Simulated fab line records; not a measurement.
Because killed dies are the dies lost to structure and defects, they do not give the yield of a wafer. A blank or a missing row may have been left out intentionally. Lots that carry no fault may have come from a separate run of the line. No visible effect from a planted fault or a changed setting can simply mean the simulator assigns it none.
Which tool is to blame? -- flow n5_finfet -- 25 wafers from 9 lots sampled at 4 of the route's 1938 steps

== WHAT EACH GAUGE READ, for each wafer ==
N5_BEOL_M4_RC_MEAS_101. Usual: CJ_P 5.73, standard deviation 0.24; DIBL_N 35.9 mV/V, standard deviation 1.7; DIBL_P 35.8 mV/V, standard deviation 2.2; IOFF_N 0.15 nA/um, standard deviation 0.03; IOFF_P 0.21 nA/um, standard deviation 0.036; ION_N 674 uA/um, standard deviation 12; ION_P 463 uA/um, standard deviation 7.2; SS_N 71.3 mV/dec, standard deviation 0.59; SS_P 73.1 mV/dec, standard deviation 0.69; VT_N 250 mV, standard deviation 3; VT_P -251 mV, standard deviation 3.2.
lot,measured,on,CJ_P,DIBL_N (mV/V),DIBL_P (mV/V),IOFF_N (nA/um),IOFF_P (nA/um),ION_N (uA/um),ION_P (uA/um),SS_N (mV/dec),SS_P (mV/dec),VT_N (mV),VT_P (mV),flag
L548,day 7 16:35,prober-02,5.72 5.48 6.00,35.6 35.3 33.9,36.5 36.0 34.0,0.14 0.14 0.12,0.22 0.20 0.17,673 678 674,468 464 462,72.2 71.1 71.0,74.0 73.4 73.0,250 250 253,-248 -252 -252,
L551,day 8 16:16,prober-01,5.32 5.51,38.9 37.9,36.7 36.7,0.20 0.19,0.23 0.25,691 670,467 462,71.1 71.4,73.1 72.5,247 245,-247 -246,
L552,day 8 18:11,prober-01,5.80 5.63 5.72,36.8 36.7 36.3,37.1 36.6 36.3,0.17 0.16 0.17,0.23 0.22 0.22,676 678 682,469 469 472,71.6 71.8 71.7,73.7 73.8 73.7,250 252 249,-248 -249 -249,
L554,day 9 18:02,prober-02,5.96 6.04 5.94,36.5 37.8 38.6,36.2 37.1 38.2,0.16 0.18 0.20,0.21 0.23 0.25,676 693 684,465 464 471,71.3 71.6 72.5,72.6 72.4 73.0,249 246 246,-251 -248 -247,
L557,day 10 21:28,prober-02,4.77 5.85 5.32,35.7 33.1 35.6,35.0 33.1 35.3,0.16 0.12 0.16,0.15 0.14 0.17,688 658 684,453 447 457,71.5 70.5 70.8,73.4 72.7 73.5,248 251 248,-256 -258 -256,
L558,day 11 00:13,prober-02,5.90 4.99 5.36,33.3 34.1 34.9,32.4 33.8 33.7,0.10 0.12 0.12,0.14 0.14 0.15,656 665 649,457 447 447,70.1 70.3 70.9,71.9 72.8 72.8,252 253 253,-255 -258 -258,
L560,day 11 06:11,prober-02,5.31 5.90 4.97,36.9 36.7 35.9,35.9 37.3 34.4,0.18 0.17 0.15,0.21 0.24 0.19,690 670 678,461 457 458,71.2 71.8 71.6,72.8 73.6 73.1,246 250 251,-249 -248 -253,
L568,day 13 05:05,prober-02,5.44 5.99,37.1 35.7,36.8 35.6,0.17 0.15,0.25 0.22,679 677,472 464,71.1 71.6,73.1 73.1,249 249,-246 -248,
L570,day 13 22:01,prober-02,5.84 5.94 5.66,35.8 37.6 34.1,36.1 38.6 33.2,0.15 0.19 0.12,0.21 0.25 0.16,673 686 665,461 467 455,71.4 72.0 70.5,73.9 74.6 72.6,248 246 255,-251 -249 -251,

== TOOL THAT RAN EACH LOT (tool first, then ch and the chambers of the sampled wafers, then the start) ==
lot,N5_SD_EPI_P_SD_RECESS_17,N5_BEOL_M4_SPUTTER_92,N5_BEOL_M4_SPUTTER_96
L548,"rie_si-04 ch 0,1, day 3 06:22","pvd_sputter-01, day 7 14:44","pvd_sputter-01, day 7 15:10"
L551,"rie_si-04 ch 0,2, day 4 00:38","pvd_sputter-01, day 8 14:31","pvd_sputter-01, day 8 14:58"
L552,"rie_si-04 ch 1,2,3, day 4 05:38","pvd_sputter-02, day 8 16:29","pvd_sputter-02, day 8 16:55"
L554,"rie_si-01 ch 0,3, day 4 19:00","pvd_sputter-01, day 9 16:20","pvd_sputter-01, day 9 16:47"
L557,"rie_si-04 ch 0,1,3, day 5 13:54","pvd_sputter-02, day 10 19:41","pvd_sputter-02, day 10 20:08"
L558,"rie_si-04 ch 0,1,3, day 5 22:07","pvd_sputter-02, day 10 22:40","pvd_sputter-02, day 10 23:07"
L560,"rie_si-04 ch 0,3, day 6 09:44","pvd_sputter-01, day 11 04:28","pvd_sputter-01, day 11 04:55"
L568,"rie_si-01 ch 0,3, day 8 05:54","pvd_sputter-03, day 13 03:23","pvd_sputter-03, day 13 03:49"
L570,"rie_si-04 ch 0,1,2, day 8 20:52","pvd_sputter-01, day 13 20:23","pvd_sputter-01, day 13 20:49"
- N5_SD_EPI_P_SD_RECESS_17: chemistry HBr/Cl2/O2, target depth 39.1 nm, bt time 3 s.
- N5_BEOL_M4_SPUTTER_92: material Cu, target thk 4.5 nm, time 8.29 s.
- N5_BEOL_M4_SPUTTER_96: material Cu, target thk 4.5 nm, time 8.29 s.

== AS READ BY THE TOOLS THEMSELVES (means over the sampled wafers that have a number; for cases with no such wafer, the mark the record gives instead) ==
N5_SD_EPI_P_SD_RECESS_17. Usual: O2_flow_sccm 12.00 sccm, standard deviation 0.04; bias_w 112.0 W, standard deviation 0.33; drypump_motor_current_A 5.7 A, standard deviation 0.5; oes_product_au 0.998 a.u., standard deviation 0.02; rf_fwd_power_W 795.4 W, standard deviation 2.6; throttle_valve_pct 37.10 %, standard deviation 0.3.
lot,tool,O2_flow_sccm (sccm),bias_w (W),drypump_motor_current_A (A),oes_product_au (a.u.),rf_fwd_power_W (W),throttle_valve_pct (%),flag
L548,rie_si-04,12.00,111.9,6.0,1.005,794.1,36.94,
L551,rie_si-04,12.01,112.1,5.8,0.998,796.9,36.87,
L552,rie_si-04,11.97,111.9,5.6,1.016,794.3,37.13,
L554,rie_si-01,12.06,111.8,5.3,0.982,794.2,37.16,
L557,rie_si-04,11.98,111.8,5.7,1.008,796.1,37.13,
L558,rie_si-04,12.02,112.1,5.6,1.015,796.0,37.13,
L560,rie_si-04,11.98,112.7,5.3,1.007,793.0,37.26,
L568,rie_si-01,12.02,111.7,5.2,0.982,795.7,37.20,
L570,rie_si-04,11.97,112.2,5.9,1.010,793.2,36.94,

N5_BEOL_M4_SPUTTER_92. Usual: chuck_sensor_temp_C -16.0 C, standard deviation 0.56; substrate_temp_c -19.99 C, standard deviation 0.13; throttle_valve_pct 29.8 %, standard deviation 1.1.
lot,tool,chuck_sensor_temp_C (C),substrate_temp_c (C),throttle_valve_pct (%),flag
L548,pvd_sputter-01,-15.6,-19.98,30.3,
L551,pvd_sputter-01,-15.8,-19.98,30.2,
L552,pvd_sputter-02,-16.2,-20.07,30.6,
L554,pvd_sputter-01,-16.0,-20.10,29.0,
L557,pvd_sputter-02,-15.8,-19.99,30.7,
L558,pvd_sputter-02,-16.4,-19.90,30.1,
L560,pvd_sputter-01,-15.7,-20.04,30.2,
L568,pvd_sputter-03,-15.6,-20.07,28.0,
L570,pvd_sputter-01,-15.7,-20.06,29.3,

N5_BEOL_M4_SPUTTER_96. Usual: chuck_sensor_temp_C -16.0 C, standard deviation 0.56; substrate_temp_c -20.01 C, standard deviation 0.1; throttle_valve_pct 29.8 %, standard deviation 1.1.
lot,tool,chuck_sensor_temp_C (C),substrate_temp_c (C),throttle_valve_pct (%),flag
L548,pvd_sputter-01,-15.7,-20.00,30.3,
L551,pvd_sputter-01,-15.9,-20.12,30.1,
L552,pvd_sputter-02,-16.3,-20.07,30.7,
L554,pvd_sputter-01,-16.1,-19.97,28.9,
L557,pvd_sputter-02,-15.8,-19.95,30.6,
L558,pvd_sputter-02,-16.3,-20.06,30.0,
L560,pvd_sputter-01,-15.6,-20.00,30.3,
L568,pvd_sputter-03,-15.8,-20.03,28.0,
L570,pvd_sputter-01,-15.6,-20.02,29.4,

== THE ANSWER, worked out from the rows above alone ==
Rule: lot off if the mean of its wafers having a number is beyond 3 standard deviations from the usual mean. Also off: a lot with no number at a reading for which 4 or more lots have one. Any other lot the step has rows for is counted as sound. First the gauges in route order, then the tools' own readings, where a lot's mean is used as printed above. At the first step where some lot is off, the reading lying furthest off is the one used; lots without a number count as furthest.
Across all readings shown, no lot is off: no conclusion can be drawn from this.

== WHAT HAD BEEN PUT IN BY THE SIMULATOR ==
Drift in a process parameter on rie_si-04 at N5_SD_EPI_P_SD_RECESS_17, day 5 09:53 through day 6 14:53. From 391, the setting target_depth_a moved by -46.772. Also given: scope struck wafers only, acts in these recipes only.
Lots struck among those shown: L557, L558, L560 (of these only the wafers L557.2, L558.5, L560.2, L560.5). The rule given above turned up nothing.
